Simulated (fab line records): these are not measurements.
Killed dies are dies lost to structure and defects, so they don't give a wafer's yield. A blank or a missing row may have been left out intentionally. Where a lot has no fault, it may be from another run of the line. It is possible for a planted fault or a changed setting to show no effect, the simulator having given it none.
Matching of chambers -- flow n5_finfet -- N5_BEOL_M1_VIA_ETCH_34 on rie_diel-04: 4 sister chambers
The step etches the open film in C4F6/O2, target depth 67.8 nm, time 64.4 s. 16 wafers are shown with their chamber, then 8 later ones without.

## WAFERS PAIRED WITH THEIR CHAMBERS
wafer,chamber,showerhead_plenum_p_Torr (Torr),rf_vpp_V (V),throttle_valve_pct (%)
L081.2,0,2.88,679,30.88
L081.3,1,2.94,660,30.68
L081.4,3,2.92,672,30.54
L083.1,0,2.88,678,30.91
L083.2,2,3.02,656,30.71
L083.5,0,2.88,680,30.89
L084.1,2,3.02,654,30.69
L084.3,0,2.88,680,30.89
L084.5,3,2.92,673,30.56
L085.3,3,2.92,671,30.55
L085.5,2,3.02,655,30.69
L085.6,0,2.88,679,30.89
L088.1,2,3.02,655,30.72
L088.2,1,2.94,662,30.53
L088.4,3,2.91,672,30.56
L090.1,2,3.01,655,30.72

SIGNATURES, as means of the wafers listed above
reading,chamber 0,chamber 1,chamber 2,chamber 3,scatter within a chamber
showerhead_plenum_p_Torr,2.8800,2.9400,3.0180,2.9175,0.00359
rf_vpp_V,679.20,661.00,655.00,672.00,0.856
throttle_valve_pct,30.8920,30.6050,30.7060,30.5525,0.0328
Rule: for a wafer and a chamber, the distance is found by dividing, reading by reading, the gap between the wafer's reading and the chamber's mean by the reading's scatter, squaring, summing and taking the root. If the next closest chamber is less than 2 further off than the closest, the wafer can't be placed; otherwise it belongs to the closest. The scatter is the square root of a quotient: the sum, over the shown wafers, of each reading's squared deviation from its chamber's mean, divided by wafers minus chambers.

## WAFERS WHOSE CHAMBER IS MISSING
wafer,showerhead_plenum_p_Torr (Torr),rf_vpp_V (V),throttle_valve_pct (%)
L090.4,2.94,663,30.50
L090.6,2.93,662,30.51
L092.3,2.91,673,30.54
L092.5,3.01,654,30.70
L092.6,2.93,661,30.52
L095.1,3.01,654,30.70
L095.3,2.87,681,30.92
L095.6,2.87,680,30.93

## THE CHAMBER EACH PASSED THROUGH
wafer,from the rows above,in truth
L090.4,1,1
L090.6,1,1
L092.3,3,3
L092.5,2,2
L092.6,1,1
L095.1,2,2
L095.3,0,0
L095.6,0,0
Correct placement for 8 of the 8. Can't be placed from these rows: 0. Placed wrongly: 0.
